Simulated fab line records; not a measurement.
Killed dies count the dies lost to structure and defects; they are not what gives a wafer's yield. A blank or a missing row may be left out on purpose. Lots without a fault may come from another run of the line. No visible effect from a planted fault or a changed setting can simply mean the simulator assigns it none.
8D (eight disciplines) problem report, filled in by code	flow nand-harc	the parts of the form that need people (team, actions taken, sign-off) are left out

## 1. THE PROBLEM
Wafers without a fault read 1005 nm, standard deviation 12; thk-nm at NHARC_A_ONON_D2_THK_MEAS_02 reads a mean of 1455 nm on 3 wafers belonging to 3 lots. That is +37 standard deviations from the usual mean.
The step: measures by ellipsometry.
Seen first at day 13 11:25 on film-metro-02, wafer L281.5. The record holds 37 wafers of 13 lots with a number at this step. Rule for "out", or "out of limits": more than 4 standard deviations from the usual mean. All remaining wafers that have a number are taken as sound.

## 2. WHAT IT IS; WHAT IT IS NOT
question	is	is not
which readings at this step	thk-nm	-
which lots	L281, L284, L285	L279, L280, L291, L293, L294, L297, L298, L299, L300, L301
which wafers of those lots	L281.5, L284.6, L285.5	L281.2, L284.1, L284.2, L285.2
read on which gauges	film-metro-02	film-metro-01
when	from day 13 11:25	up to then (7 sound wafers); but 27 sound wafers of L284, L285, L291, L293, L294, L297, L298, L299, L300, L301 came after

## 3. SUSPECTS, AND WHAT RULES EACH OUT
Counting: a tool at a process step up to the reading stays a suspect if it ran every lot that is out. Sound lots after the first of them don't rule it out here, since some wafers of a struck lot are sound.
- the gauge at NHARC_A_ONON_D2_THK_MEAS_02: kept. All the wafers that are out were read on film-metro-02, and no step on other tools shows them out.
- pecvd-onon-02 at NHARC_A_ONON_D2_DEP_00 (target thk 1000 nm): kept. It ran every lot that is out, first L281 (day 13 10:58); its last sound lot up to then is L279 (day 13 01:37).
The count leaves film-metro-02 at NHARC_A_ONON_D2_THK_MEAS_02 and pecvd-onon-02 at NHARC_A_ONON_D2_DEP_00.

## 4. THE CAUSE (what the simulator had put in)
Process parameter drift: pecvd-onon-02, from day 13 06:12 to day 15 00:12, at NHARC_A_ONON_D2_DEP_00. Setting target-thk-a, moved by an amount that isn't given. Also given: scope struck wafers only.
2 suspects survive the count, and this tool is in that group.

## 5. THE EFFECT CHAIN, in route order
Rows list readings where the struck wafers' mean (over those with a number) sits beyond 3 standard deviations from the usual. Readings are gone through only where the record gives a usual standard deviation; hours: the median, over the lots, of the time from a lot's start at the first step in this table giving one to that lot's start at this step; sigmas: the change measured in usual standard deviations.
hours	step	reading	usual	on struck wafers	change	sigmas
0	NHARC_A_ONON_D2_THK_MEAS_02	thk-nm	1005 nm	1455	+450	+37
Later steps that measure or inspect, where all struck wafers having a row at the step show a number for every such reading and not one has moved that far: NHARC_A_ONON_D2_THK_MEAS_05, NHARC_END_SORT_01.

## 6. WHAT WOULD HAVE CAUGHT IT SOONER
Counted from the fault's start at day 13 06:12, it took 5 hours until the first out-of-limits reading at a measuring or inspecting step in this record, taken at day 13 11:25.
An alarm limit of 4 standard deviations would not have fired on the tool readings at NHARC_A_ONON_D2_DEP_00 for which the record gives a usual standard deviation, since none of them was out on any struck wafer.
L284, L285, from the lots that are out (3), started NHARC_A_ONON_D2_DEP_00 on pecvd-onon-02 later than day 13 11:25. A hold on the tool at that time would have spared those 2.
